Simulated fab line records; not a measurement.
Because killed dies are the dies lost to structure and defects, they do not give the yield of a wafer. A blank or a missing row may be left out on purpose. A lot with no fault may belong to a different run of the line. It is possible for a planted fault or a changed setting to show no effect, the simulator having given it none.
Chamber matching -- flow n5-finfet -- N5_BEOL_M1_ETCH_63 on rie-diel-02: 4 sister chambers
The step etches SiARC in CF4, target depth 15.6 nm, time 26 s. 4 wafers are shown with their chamber, then 10 later ones without.

== WAFERS, EACH WITH ITS CHAMBER ==
wafer,chamber,showerhead-plenum-p-Torr (Torr)
L082.6,1,2.06
L083.4,2,2.04
L087.2,3,2.05
L087.3,0,2.18

== WAFERS WITH NO CHAMBER GIVEN ==
wafer,showerhead-plenum-p-Torr (Torr)
L087.6,2.05
L089.2,2.18
L089.4,2.06
L089.6,2.06
L092.1,2.29
L092.3,2.06
L092.4,2.05
L097.2,2.18
L097.4,2.05
L097.5,2.28

== WHICH CHAMBER EACH ONE RAN IN ==
wafer,from the rows above,in truth
L087.6,can't be placed: 3 or 2 or 1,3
L089.2,0,0
L089.4,can't be placed: 1 or 3 or 2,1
L089.6,can't be placed: 1 or 3 or 2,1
L092.1,0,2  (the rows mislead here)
L092.3,can't be placed: 1 or 3 or 2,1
L092.4,can't be placed: 3 or 2 or 1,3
L097.2,0,0
L097.4,can't be placed: 3 or 2 or 1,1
L097.5,0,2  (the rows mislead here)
Placed correctly: 2 of 10. From these rows, 6 cannot be placed; in 6 the true chamber is one of the candidates. Wrongly placed: 2.
How it was worked out, from the rows above alone: a wafer's distance from a chamber is the root of the sum, over the readings, of the square of ((its reading less the chamber's mean) divided by the reading's scatter). If the next closest chamber is less than 2 further off than the closest, the wafer can't be placed; otherwise it belongs to the closest. The mean given for a chamber averages the wafers shown for that chamber. The scatter: root of mean squared gap, hidden wafer to nearest shown wafer, with one shown wafer a chamber.
